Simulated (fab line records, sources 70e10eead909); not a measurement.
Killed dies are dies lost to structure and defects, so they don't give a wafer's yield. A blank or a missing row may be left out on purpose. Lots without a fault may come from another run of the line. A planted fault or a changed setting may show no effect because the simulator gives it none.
fab line records | flow nand_harc
record lots=24 wafers=72 last_day=25
route steps=1159 shown A_STAIRCASE@599
lots that met no fault: from a run of the same line without faults
start_h: hours from the record's first day to the start of the lot's first wafer shown | wait_h: hours since the lot's step before | " the same as in the row above | L1.1+2: a row that stands for several wafers | - no value, or no start given | * or withheld: withheld | < > ~ a bound
route shown NAME@n: a module of which the file shows steps, and the number in the route of the first | usual: mean/standard deviation of fault-free wafers | same: alike in all rows | chamber/n: place in a boat | sites: the reading at each site | _std_site: their standard deviation | _edge_site: outer sites' mean less inner sites' | radius_mm: how far each site lies from the wafer's centre | mask NAME#n: copy n | behind: the tool/chamber that last shaped the wafer | hold: why the lot was held/for how many hours/how that ended | device: the transistor (n, p or np) that didn't switch | end of line: the same wafers' tests at the end of the route | a step without rows: its recipe alone | killed: dies lost to structure and defects at the first sort, not the wafer's yield | map: a wafer's dies, x killed, . not, _ none there
set.NAME: the setting as run; set.NAME@STEP: as run at that earlier step | model.NAME: the simulator's own value behind a step, which no gauge read
steps of the route over a sample of lots; a table a step, a row a wafer
services: from which hour (start_h, from the record's first day; less than 0 if before it) a tool's chamber was out of use, for how many hours, and why
## steps
# step NHARC_A_STAIRCASE_STRIP_205
# recipe power_w=1500 temp_c=250 chemistry=O2
# usual drypump_motor_current_A=5.57/0.17 heater_power_w=338/11
# columns lot.wafer tool chamber start_h wait_h drypump_motor_current_A heater_power_w rf_hours_counter_h
L074.2 plasma_asher-02 0 237.92 0.1 5.44 344 15
L074.3 " 0 " " 5.41 355 -
L074.5 " 0 " " 5.43 340 -
L076.4 plasma_asher-01 1 258.69 0.4 5.75 314 -
L076.6 " 0 " " 5.34 341 -
L076.5 " 1 " " 5.76 321 -
L077.1 plasma_asher-01 1 258.83 0.3 5.76 314 52
L077.4 " 1 " " 5.76 316 -
L077.6 " 1 " " 5.76 319 -
L075.2 plasma_asher-02 0 260.03 0.1 5.42 338 22
L075.4 " 1 " " 5.72 340 -
L075.3 " 0 " " 5.40 346 -
L078.2 plasma_asher-02 1 268.59 0.1 5.73 339 26
L078.3 " 1 " " 5.72 339 -
L078.6 " 0 " " 5.46 337 -
L079.1 plasma_asher-01 1 273.04 0.1 5.76 313 58
L079.3 " 1 " " 5.76 303 -
L079.6 " 1 " " 5.75 309 -
L081.2 plasma_asher-02 1 284.40 0.1 5.73 341 33
L081.4 " 1 " " 5.74 340 -
L081.5 " 0 " " 5.44 349 -
L082.3 plasma_asher-01 0 287.81 0.2 5.38 333 -
L082.5 " 1 " " 5.76 333 -
L082.6 " 0 " " 5.39 332 -
L080.2 plasma_asher-02 1 293.49 0.1 5.70 348 37
L080.3 " 1 " " 5.70 347 -
L080.4 " 0 " " 5.43 348 -
L083.1 plasma_asher-02 0 301.45 0.1 5.43 340 40
L083.5 " 1 " " 5.73 343 -
L083.6 " 0 " " 5.44 349 -
L085.2 plasma_asher-01 1 304.45 0.1 5.77 315 7
L085.4 " 0 " " 5.32 332 -
L085.3 " 1 " " 5.80 326 -
L084.4 plasma_asher-02 1 306.59 0.2 5.72 343 -
L084.6 " 0 " " 5.42 347 -
L084.5 " 1 " " 5.70 343 -
L087.1 plasma_asher-02 1 320.96 0.1 5.73 344 45
L087.4 " 1 " " 5.73 344 -
L087.5 " 0 " " 5.41 350 -
L086.1 plasma_asher-01 1 321.07 0.2 5.77 318 13
L086.2 " 0 " " 5.40 331 13
L086.4 " 0 " " 5.38 329 -
L089.3 plasma_asher-02 0 329.00 0.2 5.43 348 -
L089.4 " 1 " " 5.73 341 -
L089.5 " 0 " " 5.43 345 -
L088.2 plasma_asher-01 0 330.25 0.1 5.33 324 16
L088.4 " 1 " " 5.75 319 -
L088.3 " 0 " " 5.31 326 -
L090.1 plasma_asher-01 0 344.34 0.3 5.39 336 20
L090.5 " 1 " " 5.74 330 -
L090.6 " 0 " " 5.35 330 -
L091.1 plasma_asher-02 1 344.51 0.4 5.74 348 53
L091.4 " 1 " " 5.73 337 -
L091.3 " 0 " " 5.43 343 -
L092.1 plasma_asher-02 0 350.33 0.3 5.44 352 55
L092.2 " 1 " " 5.73 341 55
L092.5 " 1 " " 5.73 336 -
L093.1 plasma_asher-02 0 350.61 0.3 5.42 344 55
L093.4 " 0 " " 5.44 341 -
L093.6 " 1 " " 5.73 343 -
L094.2 plasma_asher-02 1 359.50 0.1 5.74 352 58
L094.3 " 1 " " 5.75 346 -
L094.4 " 0 " " 5.44 341 -
L095.2 plasma_asher-02 0 359.78 0.1 5.42 346 58
L095.1 " 1 " " 5.73 341 58
L095.4 " 0 " " 5.42 342 -
L097.3 plasma_asher-01 0 375.02 0.2 5.34 331 -
L097.6 " 1 " " 5.77 316 -
L097.5 " 0 " " 5.35 330 -
L096.1 plasma_asher-02 0 382.87 0.1 5.42 339 4
L096.4 " 0 " " 5.44 338 -
L096.3 " 1 " " 5.75 332 -
# step NHARC_A_STAIRCASE_ETCH_232
# recipe target_depth_a=1000 time_s=40.5 ion_energy_ev=400 c4f8_flow_sccm=20 o2_flow_sccm=10 ar_flow_sccm=withheld rf_w=600 bias_w=1000 chemistry=C4F8/O2
# usual oes_product_au=0.946/0.014 rf_fwd_power_W=593/3.1 rf_vpp_V=898/5.2
# columns lot.wafer tool chamber start_h wait_h oes_product_au rf_fwd_power_W rf_hours_counter_h rf_vpp_V
L074.2 rie_diel-05 1 - - 0.946 596 27 897
L074.3 " 2 " " 0.963 594 28 904
L074.5 " 0 " " 0.936 593 - 903
L076.4 rie_diel-04 0 - - 0.946 595 54 900
L076.5 " 1 " " 0.932 596 - 887
L076.6 " 2 " " 0.925 589 - 896
L077.1 rie_diel-05 0 - - 0.941 594 35 904
L077.4 " 2 " " 0.928 594 35 904
L077.6 " 0 " " 0.944 595 - 904
L075.2 rie_diel-04 0 - - 0.930 595 55 900
L075.4 " 1 " " 0.934 596 59 888
L075.3 " 2 " " 0.944 591 59 896
L078.3 rie_diel-04 0 - - 0.937 596 59 901
L078.2 " 2 " " 0.922 588 63 895
L078.6 " 3 " " 0.952 593 - 899
L079.1 rie_diel-07 2 - - 0.940 593 15 897
L079.3 " 0 " " 0.948 591 9 894
L079.6 " 2 " " 0.953 594 - 895
L081.2 rie_diel-04 2 - - 0.961 586 68 896
L081.4 " 3 " " 0.960 598 53 899
L081.5 " 2 " " 0.958 587 - 895
L082.3 rie_diel-05 3 - - 0.947 590 46 900
L082.5 " 2 " " 0.926 592 - 905
L082.6 " 3 " " 0.944 591 - 901
L080.3 rie_diel-05 3 - - 0.965 589 49 901
L080.2 " 0 " " 0.944 592 48 904
L080.4 " 1 " " 0.953 595 49 897
L083.1 rie_diel-05 3 - - 0.988 592 51 901
L083.5 " 2 " " 0.979 592 - 904
L083.6 " 3 " " 0.987 591 - 900
L085.3 rie_diel-05 3 - - 0.981 590 52 902
L085.4 " 0 " " 0.948 597 52 902
L085.2 " 1 " " 0.964 594 53 897
L084.4 rie_diel-07 2 - - 0.953 596 29 894
L084.6 " 3 " " 0.978 588 - 905
L084.5 " 0 " " 0.951 591 - 894
L086.1 rie_diel-04 2 - - 0.947 585 10 894
L086.2 " 3 " " 0.933 593 10 898
L086.4 " 1 " " 0.956 592 10 889
L087.4 rie_diel-05 3 - - 0.945 590 57 901
L087.1 " 0 " " 0.933 595 57 903
L087.5 " 3 " " 0.944 592 - 901
L089.3 rie_diel-04 3 - - 0.931 594 13 899
L089.4 " 1 " " 0.949 594 13 887
L089.5 " 3 " " 0.932 593 - 898
L088.4 rie_diel-07 0 - - 0.956 593 32 894
L088.3 " 1 " " 0.949 594 29 887
L088.2 " 2 " " 0.956 593 39 895
L091.1 rie_diel-07 2 - - 0.938 590 46 896
L091.3 " 0 " " 0.932 590 41 893
L091.4 " 1 " " 0.934 595 36 889
L090.1 rie_diel-04 2 - - 0.918 589 21 896
L090.6 " 0 " " 0.953 595 - 900
L090.5 " 1 " " 0.949 593 - 889
L092.1 rie_diel-05 3 - - 0.935 591 2 899
L092.2 " 1 " " 0.934 597 2 897
L092.5 " 2 " " 0.941 594 - 904
L093.1 rie_diel-04 3 - - 0.938 596 23 897
L093.4 " 1 " " 0.963 595 21 888
L093.6 " 2 " " 0.945 586 - 897
L094.2 rie_diel-04 0 - - 0.934 594 26 899
L094.3 " 1 " " 0.952 595 24 888
L094.4 " 2 " " 0.929 588 26 895
L095.2 rie_diel-04 0 - - 0.947 594 26 901
L095.1 " 1 " " 0.964 596 24 889
L095.4 " 2 " " 0.939 591 26 895
L097.3 rie_diel-05 0 - - 0.931 595 11 904
L097.6 " 3 " " 0.930 587 - 901
L097.5 " 0 " " 0.935 597 - 903
L096.3 rie_diel-07 1 - - 0.934 593 51 887
L096.4 " 2 " " 0.940 592 61 894
L096.1 " 3 " " 0.952 591 56 905
# step NHARC_A_STAIRCASE_ETCH_234
# recipe target_depth_a=1000 time_s=40.5 ion_energy_ev=400 c4f8_flow_sccm=20 o2_flow_sccm=10 ar_flow_sccm=withheld rf_w=600 bias_w=1000 chemistry=C4F8/O2
# usual oes_product_au=0.946/0.012 rf_fwd_power_W=593/3 rf_vpp_V=898/5.5
# columns lot.wafer tool chamber start_h wait_h oes_product_au rf_fwd_power_W rf_hours_counter_h rf_vpp_V
L074.2 rie_diel-05 0 - - 0.929 597 26 904
L074.3 " 1 " " 0.935 595 28 898
L074.5 " 1 " " 0.941 595 - 896
L076.4 rie_diel-04 1 - - 0.941 594 59 888
L076.5 " 0 " " 0.929 594 - 901
L076.6 " 1 " " 0.936 594 - 888
L077.1 rie_diel-05 0 - - 0.951 595 35 904
L077.4 " 1 " " 0.928 593 35 896
L077.6 " 0 " " 0.937 594 - 903
L075.3 rie_diel-04 0 - - 0.936 591 55 899
L075.4 " 1 " " 0.937 590 60 889
L075.2 " 3 " " 0.960 595 43 898
L078.3 rie_diel-04 3 - - 0.939 597 47 898
L078.2 " 2 " " 0.934 588 63 896
L078.6 " 2 " " 0.939 589 - 896
L079.3 rie_diel-07 3 - - 0.956 588 10 906
L079.1 " 1 " " 0.931 595 15 888
L079.6 " 2 " " 0.945 593 - 895
L081.4 rie_diel-04 2 - - 0.943 589 68 895
L081.2 " 0 " " 0.930 591 66 901
L081.5 " 3 " " 0.943 596 - 898
L082.3 rie_diel-05 3 - - 0.950 591 47 901
L082.6 " 1 " " 0.946 593 - 897
L082.5 " 2 " " 0.927 591 - 906
L080.3 rie_diel-05 1 - - 0.941 595 49 897
L080.4 " 3 " " 0.953 593 49 899
L080.2 " 0 " " 0.939 595 49 903
L083.1 rie_diel-05 0 - - 0.940 596 51 904
L083.6 " 2 " " 0.954 594 - 905
L083.5 " 3 " " 0.959 591 - 900
L085.4 rie_diel-05 1 - - 0.964 598 53 896
L085.2 " 2 " " 0.954 597 54 905
L085.3 " 0 " " 0.950 600 52 903
L084.4 rie_diel-07 2 - - 0.935 593 29 895
L084.5 " 2 " " 0.942 594 - 896
L084.6 " 3 " " 0.958 590 - 906
L086.4 rie_diel-04 1 - - 0.949 595 10 889
L086.1 " 2 " " 0.936 589 10 894
L086.2 " 0 " " 0.944 591 10 900
L087.4 rie_diel-05 0 - - 0.939 596 57 903
L087.1 " 2 " " 0.964 595 59 904
L087.5 " 0 " " 0.925 596 - 904
L089.4 rie_diel-04 2 - - 0.946 591 13 895
L089.3 " 3 " " 0.950 594 13 898
L089.5 " 2 " " 0.951 591 - 895
L088.4 rie_diel-07 3 - - 0.966 592 33 906
L088.3 " 0 " " 0.945 591 32 893
L088.2 " 1 " " 0.946 595 29 889
L091.1 rie_diel-07 3 - - 0.949 589 41 905
L091.3 " 1 " " 0.941 593 37 888
L091.4 " 2 " " 0.940 593 47 895
L090.1 rie_diel-04 2 - - 0.933 588 21 894
L090.6 " 3 " " 0.943 595 - 898
L090.5 " 0 " " 0.973 592 - 899
L092.1 rie_diel-05 0 - - 0.944 596 2 904
L092.2 " 3 " " 0.950 592 2 898
L092.5 " 0 " " 0.945 599 - 904
L093.4 rie_diel-04 1 - - 0.952 594 21 887
L093.1 " 3 " " 0.947 597 23 896
L093.6 " 1 " " 0.975 597 - 889
L094.3 rie_diel-04 1 - - 0.969 597 24 888
L094.4 " 3 " " 0.938 598 28 895
L094.2 " 0 " " 0.940 594 26 900
L095.1 rie_diel-04 1 - - 0.957 595 24 887
L095.2 " 2 " " 0.940 590 26 894
L095.4 " 0 " " 0.951 593 26 900
L097.3 rie_diel-05 3 - - 0.923 592 10 900
L097.5 " 2 " " 0.928 592 - 904
L097.6 " 3 " " 0.928 592 - 899
L096.1 rie_diel-07 1 - - 0.949 595 51 888
L096.3 " 2 " " 0.952 590 62 895
L096.4 " 0 " " 0.937 589 56 894
# step NHARC_A_STAIRCASE_ETCH_236
# recipe target_depth_a=1000 time_s=40.5 ion_energy_ev=400 c4f8_flow_sccm=20 o2_flow_sccm=10 ar_flow_sccm=withheld rf_w=600 bias_w=1000 chemistry=C4F8/O2
# usual oes_product_au=0.946/0.0096 rf_fwd_power_W=593/3 rf_vpp_V=898/5.4
# columns lot.wafer tool chamber start_h wait_h oes_product_au rf_fwd_power_W rf_hours_counter_h rf_vpp_V
L074.3 rie_diel-05 1 - - 0.945 598 28 897
L074.2 " 3 " " 0.936 594 27 901
L074.5 " 1 " " 0.952 597 - 897
L076.4 rie_diel-04 1 - - 0.950 593 59 888
L076.6 " 0 " " 0.950 591 - 900
L076.5 " 1 " " 0.938 594 - 890
L077.4 rie_diel-05 2 - - 0.943 592 36 905
L077.1 " 3 " " 0.953 589 36 902
L077.6 " 2 " " 0.939 596 - 905
L075.4 rie_diel-04 2 - - 0.936 588 59 896
L075.3 " 3 " " 0.940 594 43 897
L075.2 " 1 " " 0.949 600 60 887
L078.2 rie_diel-04 3 - - 0.944 596 47 898
L078.3 " 2 " " 0.931 588 63 897
L078.6 " 0 " " 0.934 596 - 901
L079.1 rie_diel-07 2 - - 0.962 592 15 895
L079.3 " 3 " " 0.973 588 11 906
L079.6 " 2 " " 0.960 594 - 896
L081.2 rie_diel-04 3 - - 0.954 592 53 898
L081.4 " 1 " " 0.929 594 65 888
L081.5 " 3 " " 0.947 594 - 899
L082.3 rie_diel-05 2 - - 0.950 594 48 905
L082.6 " 0 " " 0.951 597 - 905
L082.5 " 1 " " 0.956 596 - 897
L080.3 rie_diel-05 3 - - 0.949 590 49 901
L080.2 " 0 " " 0.935 598 49 904
L080.4 " 1 " " 0.953 595 49 897
L083.1 rie_diel-05 3 - - 0.947 589 52 900
L083.6 " 0 " " 0.936 593 - 903
L083.5 " 1 " " 0.939 594 - 898
L085.3 rie_diel-05 3 - - 0.968 593 53 899
L085.2 " 0 " " 0.934 594 52 902
L085.4 " 2 " " 0.961 595 54 904
L084.4 rie_diel-07 0 - - 0.950 589 25 894
L084.5 " 3 " " 0.956 588 - 905
L084.6 " 0 " " 0.963 591 - 895
L086.2 rie_diel-04 3 - - 0.928 596 10 898
L086.1 " 1 " " 0.956 596 10 888
L086.4 " 2 " " 0.944 588 10 895
L087.4 rie_diel-05 1 - - 0.951 596 59 897
L087.1 " 0 " " 0.935 600 57 903
L087.5 " 1 " " 0.958 598 - 896
L089.3 rie_diel-04 2 - - 0.935 588 13 896
L089.4 " 3 " " 0.941 592 13 898
L089.5 " 2 " " 0.938 587 - 895
L088.4 rie_diel-07 3 - - 0.950 593 33 906
L088.3 " 0 " " 0.950 589 33 894
L088.2 " 1 " " 0.955 596 29 890
L091.1 rie_diel-07 1 - - 0.933 595 37 886
L091.3 " 3 " " 0.945 591 41 905
L091.4 " 0 " " 0.930 590 41 892
L090.1 rie_diel-04 1 - - 0.950 595 19 887
L090.5 " 0 " " 0.947 595 - 900
L090.6 " 1 " " 0.949 594 - 888
L093.1 rie_diel-04 0 - - 0.946 592 22 900
L093.4 " 1 " " 0.975 593 21 889
L093.6 " 2 " " 0.950 591 - 896
L092.1 rie_diel-05 3 - - 0.954 591 3 899
L092.2 " 0 " " 0.951 597 3 902
L092.5 " 1 " " 0.952 593 - 895
L094.2 rie_diel-04 1 - - 0.953 595 24 888
L094.3 " 2 " " 0.938 589 26 893
L094.4 " 0 " " 0.946 593 26 900
L095.4 rie_diel-04 1 - - 0.953 598 24 886
L095.2 " 2 " " 0.944 587 26 895
L095.1 " 3 " " 0.941 592 28 897
L097.3 rie_diel-05 2 - - 0.929 593 10 906
L097.6 " 3 " " 0.930 590 - 902
L097.5 " 0 " " 0.938 598 - 902
L096.1 rie_diel-07 3 - - 0.957 590 56 905
L096.3 " 0 " " 0.940 593 56 892
L096.4 " 1 " " 0.953 595 52 888
# step NHARC_A_STAIRCASE_STRIP_316
# recipe o2_flow_sccm=500 ar_flow_sccm=0 bias_w=0 chemistry=O2
# usual drypump_motor_current_A=5.6/0.47 oes_product_au=1.002/0.0096 rf_vpp_V=57.8/1 showerhead_plenum_p_Torr=3.56/0.15 throttle_valve_pct=17.036/0.0088
# columns lot.wafer tool chamber start_h wait_h drypump_motor_current_A oes_product_au rf_hours_counter_h rf_vpp_V showerhead_plenum_p_Torr throttle_valve_pct
L074.3 rie_diel-07 0 - - 5.3 0.997 5 57.0 3.47 17.015
L074.2 " 1 " " 6.1 0.994 6 56.3 3.33 17.056
L074.5 " 2 " " 4.9 0.993 - 59.0 3.53 17.041
L076.4 rie_diel-05 2 - - 6.3 0.998 40 58.0 3.79 17.036
L076.5 " 3 " " 5.0 1.015 - 58.2 3.66 17.029
L076.6 " 0 " " 5.3 0.996 - 56.9 3.75 17.046
L075.3 rie_diel-07 2 - - 4.8 1.006 16 56.9 3.53 17.033
L075.4 " 3 " " 5.7 1.011 11 58.2 3.80 17.040
L075.2 " 0 " " 5.3 1.008 10 58.3 3.47 17.043
L077.1 rie_diel-07 0 - - 5.3 0.995 10 58.3 3.47 17.027
L077.4 " 2 " " 4.9 1.005 16 56.2 3.53 17.036
L077.6 " 1 " " 6.1 1.001 - 56.7 3.32 17.038
L078.3 rie_diel-05 0 - - 5.3 0.992 44 58.0 3.75 17.042
L078.2 " 3 " " 5.0 1.026 45 58.8 3.65 17.031
L078.6 " 0 " " 5.3 0.988 - 59.1 3.75 17.035
L079.3 rie_diel-07 0 - - 5.3 0.995 15 56.8 3.47 17.039
L079.1 " 3 " " 5.7 1.007 15 58.5 3.80 17.026
L079.6 " 2 " " 4.8 1.011 - 57.7 3.53 17.027
L081.2 rie_diel-04 3 - - 5.9 0.994 0 57.6 3.59 17.041
L081.4 " 0 " " 6.3 1.004 1 56.4 3.65 17.053
L081.5 " 1 " " 5.9 1.016 - 55.0 3.32 17.037
L082.3 rie_diel-07 3 - - 5.7 1.012 23 56.7 3.79 17.030
L082.6 " 0 " " 5.3 0.998 - 56.1 3.46 17.049
L082.5 " 3 " " 5.6 1.019 - 58.0 3.79 17.036
L080.4 rie_diel-04 3 - - 5.9 0.993 4 59.0 3.59 17.034
L080.3 " 0 " " 6.3 1.005 4 57.5 3.64 17.041
L080.2 " 2 " " 5.9 1.002 3 58.0 3.51 17.023
L083.1 rie_diel-04 3 - - 5.8 0.999 8 57.9 3.58 17.048
L083.5 " 0 " " 6.3 1.019 - 57.4 3.64 17.052
L083.6 " 1 " " 5.8 1.013 - 58.0 3.32 17.017
L085.4 rie_diel-07 1 - - 6.1 1.003 25 57.3 3.32 17.020
L085.3 " 2 " " 4.9 0.997 34 58.1 3.52 17.015
L085.2 " 3 " " 5.7 1.011 28 60.0 3.79 17.033
L084.4 rie_diel-07 1 - - 6.0 1.013 26 55.6 3.32 17.037
L084.6 " 2 " " 4.9 1.010 - 57.5 3.52 17.036
L084.5 " 3 " " 5.7 1.008 - 60.0 3.79 17.041
L086.4 rie_diel-05 0 - - 5.3 0.981 61 58.6 3.74 17.037
L086.2 " 1 " " 6.1 0.999 63 57.5 3.54 17.037
L086.1 " 2 " " 6.4 0.995 62 58.2 3.77 17.049
L087.1 rie_diel-05 3 - - 5.0 1.013 62 57.9 3.65 17.038
L087.4 " 0 " " 5.3 0.993 62 57.7 3.74 17.043
L087.5 " 2 " " 6.4 1.008 - 57.8 3.77 17.045
L088.4 rie_diel-07 2 - - 4.9 0.994 46 58.6 3.51 17.034
L088.3 " 0 " " 5.3 0.996 40 57.1 3.45 17.039
L088.2 " 1 " " 6.1 0.992 35 56.5 3.31 17.054
L089.4 rie_diel-04 3 - - 5.9 1.004 20 57.5 3.58 17.040
L089.3 " 0 " " 6.4 1.031 19 57.7 3.64 17.036
L089.5 " 2 " " 5.9 1.006 - 58.6 3.50 17.030
L091.1 rie_diel-04 2 - - 6.0 0.997 27 58.7 3.50 17.043
L091.3 " 3 " " 5.9 0.997 28 57.6 3.57 17.024
L091.4 " 0 " " 6.3 1.012 27 59.1 3.63 17.024
L090.1 rie_diel-04 2 - - 5.9 0.983 27 56.5 3.50 17.033
L090.6 " 2 " " 5.9 0.986 - 59.1 3.50 17.020
L090.5 " 3 " " 5.9 0.993 - 56.9 3.57 17.037
L092.1 rie_diel-07 0 - - 5.3 0.997 50 56.7 3.45 17.036
L092.2 " 1 " " 6.1 0.992 46 56.2 3.31 17.036
L092.5 " 1 " " 6.1 1.001 - 56.9 3.31 17.034
L093.4 rie_diel-07 2 - - 4.9 0.996 56 58.0 3.50 17.040
L093.1 " 3 " " 5.7 1.008 50 58.4 3.78 17.027
L093.6 " 2 " " 4.9 1.002 - 59.4 3.50 17.037
L094.2 rie_diel-05 1 - - 6.1 0.993 12 57.2 3.53 17.037
L094.4 " 3 " " 5.0 1.005 11 58.0 3.64 17.030
L094.3 " 0 " " 5.3 0.999 13 56.7 3.73 17.030
L095.4 rie_diel-04 2 - - 5.9 1.005 31 57.0 3.50 17.037
L095.1 " 3 " " 5.9 1.004 33 58.7 3.57 17.027
L095.2 " 0 " " 6.3 1.008 30 58.7 3.63 17.016
L097.3 rie_diel-05 2 - - 6.4 1.004 16 57.8 3.76 17.038
L097.5 " 0 " " 5.3 0.999 - 58.9 3.72 17.043
L097.6 " 1 " " 6.1 1.005 - 58.5 3.53 17.030
L096.1 rie_diel-07 3 - - 5.7 0.999 61 59.9 3.77 17.025
L096.3 " 0 " " 5.3 0.993 61 57.5 3.44 17.038
L096.4 " 1 " " 6.0 0.996 57 56.9 3.30 17.038
# step NHARC_A_STAIRCASE_ETCHBACK_416
# recipe target_depth_a=360 time_s=7.2 c4f8_flow_sccm=withheld o2_flow_sccm=8 ar_flow_sccm=withheld rf_w=600 bias_w=800 chemistry=C4F8/O2/Ar
# usual oes_product_au=0.940/0.03 rf_fwd_power_W=586.9/2.8 rf_vpp_V=725/4.3
# columns lot.wafer tool chamber start_h wait_h oes_product_au rf_fwd_power_W rf_hours_counter_h rf_vpp_V
L074.3 rie_diel-05 1 - - 0.931 590.4 32 722
L074.2 " 0 " " 0.928 591.2 32 728
L074.5 " 1 " " 0.925 590.2 - 723
L076.4 rie_diel-04 2 - - 0.911 586.6 - 723
L076.5 " 3 " " 0.921 587.4 - 724
L076.6 " 0 " " 0.916 582.1 - 727
L075.2 rie_diel-07 1 - - 0.918 587.4 16 716
L075.4 " 2 " " 0.939 582.5 16 721
L075.3 " 0 " " 0.922 586.6 10 720
L077.4 rie_diel-07 2 - - 0.933 587.6 16 724
L077.1 " 0 " " 0.920 585.4 10 723
L077.6 " 2 " " 0.929 588.8 - 723
L078.2 rie_diel-05 3 - - 0.935 585.4 47 726
L078.3 " 2 " " 0.926 586.8 48 730
L078.6 " 3 " " 0.938 585.7 - 729
L079.1 rie_diel-05 2 - - 1.018 589.5 48 729
L079.3 " 3 " " 1.025 585.0 48 725
L079.6 " 1 " " 1.011 588.0 - 723
L081.2 rie_diel-07 2 - - 1.010 583.7 27 721
L081.5 " 2 " " 1.004 585.1 - 724
L081.4 " 3 " " 1.015 587.2 - 732
L082.3 rie_diel-05 1 309.69 1.6 0.930 593.7 53 722
L082.5 " 0 " " 0.918 592.4 - 729
L082.6 " 1 " " 0.943 590.8 - 723
L080.4 rie_diel-05 3 315.63 2.6 0.938 584.3 54 724
L080.2 " 0 " " 0.928 593.7 53 730
L080.3 " 1 " " 0.928 591.3 54 723
L083.1 rie_diel-07 3 - - 0.931 583.3 28 731
L083.6 " 1 " " 0.930 586.7 - 716
L083.5 " 2 " " 0.924 586.4 - 723
L085.4 rie_diel-05 2 - - 0.934 587.3 58 730
L085.3 " 3 " " 0.937 583.4 57 726
L085.2 " 0 " " 0.914 590.8 56 729
L084.4 rie_diel-04 3 - - 0.933 589.6 11 726
L084.6 " 2 " " 0.940 585.3 - 722
L084.5 " 3 " " 0.929 586.4 - 725
L086.2 rie_diel-04 2 - - 0.928 586.4 15 722
L086.1 " 3 " " 0.917 585.8 15 725
L086.4 " 1 " " 0.933 588.4 15 717
L087.1 rie_diel-04 2 - - 0.993 585.5 17 721
L087.4 " 3 " " 0.987 583.9 17 724
L087.5 " 3 " " 0.985 585.9 - 724
L088.4 rie_diel-07 2 - - 0.919 583.9 47 723
L088.3 " 3 " " 0.925 586.9 42 732
L088.2 " 0 " " 0.927 582.7 41 721
L089.4 rie_diel-05 1 - - 1.002 592.5 0 723
L089.3 " 2 " " 0.998 583.2 0 730
L089.5 " 0 " " 0.995 590.0 - 730
L091.3 rie_diel-04 2 - - 0.927 585.7 27 723
L091.1 " 0 " " 0.931 582.6 27 726
L091.4 " 1 " " 0.935 588.3 25 718
L090.1 rie_diel-04 1 - - 0.939 588.2 26 718
L090.6 " 1 " " 0.940 589.1 - 717
L090.5 " 2 " " 0.926 584.8 - 724
L092.2 rie_diel-05 2 - - 0.927 586.2 8 729
L092.1 " 3 " " 0.924 582.9 9 727
L092.5 " 3 " " 0.927 583.8 - 728
L093.4 rie_diel-05 2 - - 0.921 587.5 9 731
L093.1 " 1 " " 0.928 591.5 11 725
L093.6 " 3 " " 0.919 588.6 - 726
L094.2 rie_diel-04 0 - - 0.933 588.7 30 725
L094.4 " 1 " " 0.930 590.6 28 717
L094.3 " 2 " " 0.919 586.6 31 723
L095.1 rie_diel-07 1 - - 0.928 584.2 50 717
L095.4 " 2 " " 0.931 581.4 61 722
L095.2 " 3 " " 0.941 585.4 55 731
L097.3 rie_diel-07 0 - - 0.921 587.1 58 720
L097.6 " 0 " " 0.923 584.5 - 722
L097.5 " 1 " " 0.926 588.7 - 716
L096.1 rie_diel-05 2 - - 0.934 586.8 19 731
L096.3 " 3 " " 0.923 584.8 20 726
L096.4 " 0 " " 0.925 594.3 20 729
## services
# columns tool chamber start_h hours kind
rie_diel-04 0 218.92 - clean
rie_diel-04 1 218.92 - clean
rie_diel-04 2 218.92 - clean
rie_diel-04 3 218.92 - clean
rie_diel-07 - 228.70 9.0 pm
rie_diel-04 0 243.42 - clean
rie_diel-04 1 243.42 - clean
rie_diel-04 2 243.42 - clean
rie_diel-04 3 243.42 - clean
rie_diel-05 0 250.14 1.2 repair
rie_diel-07 3 259.11 11.9 repair
rie_diel-07 0 266.82 8.3 repair
rie_diel-04 0 267.92 - clean
rie_diel-04 1 267.92 - clean
rie_diel-04 2 267.92 - clean
rie_diel-04 3 267.92 - clean
rie_diel-04 1 269.64 10.0 repair
plasma_asher-01 - 276.46 9.0 pm
rie_diel-07 1 284.16 23.1 repair
rie_diel-04 - 288.90 9.0 pm
rie_diel-05 - 340.63 9.0 pm
plasma_asher-02 - 360.06 9.0 pm
rie_diel-05 0 394.89 4.7 repair
rie_diel-07 3 395.32 2.2 repair
## key
fault none
